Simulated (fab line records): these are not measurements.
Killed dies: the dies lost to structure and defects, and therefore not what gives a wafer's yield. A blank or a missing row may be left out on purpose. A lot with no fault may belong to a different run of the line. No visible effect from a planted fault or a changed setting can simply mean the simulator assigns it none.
One fault through the eyes of 3 desks ; flow n5_finfet ; each desk holds nothing but its own numbers, with what lay behind them at the end

AT THE TOOL OWNER'S DESK: rie_si-03
The tool's own readings at N5_FIN_SAQP_ETCH_64 (etches SiO2 in CF4, target depth 1.5 nm): means of the sampled wafers that have a number, for each lot that ran on this tool. Any lot whose mean is over 4 standard deviations away from the usual mean is out of limits and marked OUT; that distance is given in the brackets.
Columns: A = chamber_pressure_mTorr at N5_FIN_SAQP_ETCH_64, usual 10.001 mTorr; B = drypump_motor_current_A at N5_FIN_SAQP_ETCH_64, usual 5.5 A; C = he_backside_leak_sccm at N5_FIN_SAQP_ETCH_64, usual 2.7 sccm; D = oes_product_au at N5_FIN_SAQP_ETCH_64, usual 1.009 a.u.; E = throttle_valve_pct at N5_FIN_SAQP_ETCH_64, usual 21.92 %
lot;first seen here;A;B;C;D;E
L339;day 2 15:18;10.006;5.6;2.7;1.004;21.87
L348;day 4 20:26;10.002;5.7;3.0;0.992;21.93
L350;day 5 07:46;10.003;5.7;2.9;0.992;21.94
This desk found nothing out of limits on any of the 3 lots.

THE DEFECT DESK
Per lot, the means of the sampled wafers with a number show what the inspections along the route counted. Any lot whose mean is over 4 standard deviations away from the usual mean is out of limits and marked OUT; that distance is given in the brackets.
Columns: A = raw_defect_count at N5_FIN_SAQP_INSPECT_40, usual 247; B = raw_defect_count at N5_FIN_CUT_INSPECT_10, usual 44
lot;first seen here;A;B
L337;day 2 04:37;351;71
L339;day 2 15:34;202;39
L348;day 4 20:43;214;45
L350;day 5 08:02;559 (+4.7) OUT;329 (+22) OUT
L356;day 6 20:28;214;43
L357;day 7 03:28;163;33
L358;day 7 09:23;214;43
L359;day 7 14:57;215;36
Finding of this desk: L350 out of limits; the first was L350 at day 5 08:02, on raw_defect_count at N5_FIN_SAQP_INSPECT_40. L337, L339, L348, L356, L357, L358, L359: within limits.

METROLOGY DESK
Means of the sampled wafers that have a number, per lot and without regard to the tool the lot ran on: this is what the gauges read. Any lot whose mean is over 4 standard deviations away from the usual mean is out of limits and marked OUT; that distance is given in the brackets. It has 10 readings; the 7 that lie furthest out on some lot are the ones shown.
Columns: A = DIBL_N at N5_BEOL_M4_RC_MEAS_101, usual 36.1 mV/V; B = DIBL_P at N5_BEOL_M4_RC_MEAS_101, usual 35.7 mV/V; C = IOFF_N at N5_BEOL_M4_RC_MEAS_101, usual 0.159 nA/um; D = IOFF_P at N5_BEOL_M4_RC_MEAS_101, usual 0.21 nA/um; E = ION_N at N5_BEOL_M4_RC_MEAS_101, usual 673 uA/um; F = ION_P at N5_BEOL_M4_RC_MEAS_101, usual 462 uA/um; G = VT_P at N5_BEOL_M4_RC_MEAS_101, usual -250 mV
lot;first seen here;A;B;C;D;E;F;G
L337;day 7 22:14;33.4;33.7;0.125;0.20;662;462;-249
L348;day 10 17:29;35.9;36.3;0.166;0.21;678;462;-250
L350;day 11 04:47;36.3;37.2;0.154;0.24;672;467;-247
L356;day 12 18:56;36.3;33.5;0.143;0.18;660;452;-254
L357;day 13 17:08;35.7;36.4;0.144;0.20;677;462;-251
L339;day 13 19:43;35.2;35.9;0.162;0.23;678;473;-246
L358;day 13 21:15;36.2;35.9;0.173;0.21;676;460;-251
L359;day 15 05:43;35.5;35.1;0.165;0.23;675;470;-244
This desk found nothing out of limits on any of the 8 lots.

ALL TOGETHER
The defect desk could have raised an alarm at day 5 08:02, on L350.
Nothing out of limits was seen by the tool owner's desk.
At the metrology desk, nothing out of limits was observed.
Tool owner's desk: L350 on record, inside its limits.
The metrology desk has L350 on record, within its limits.
On rie_si-03, each named lot ran N5_FIN_SAQP_ETCH_64.

WHAT THE SIMULATOR PUT IN
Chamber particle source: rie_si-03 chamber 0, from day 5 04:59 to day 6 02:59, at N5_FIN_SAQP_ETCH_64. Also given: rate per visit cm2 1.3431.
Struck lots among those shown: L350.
Hours from the fault's start to each desk's first reading out of limits: the defect desk, 3.
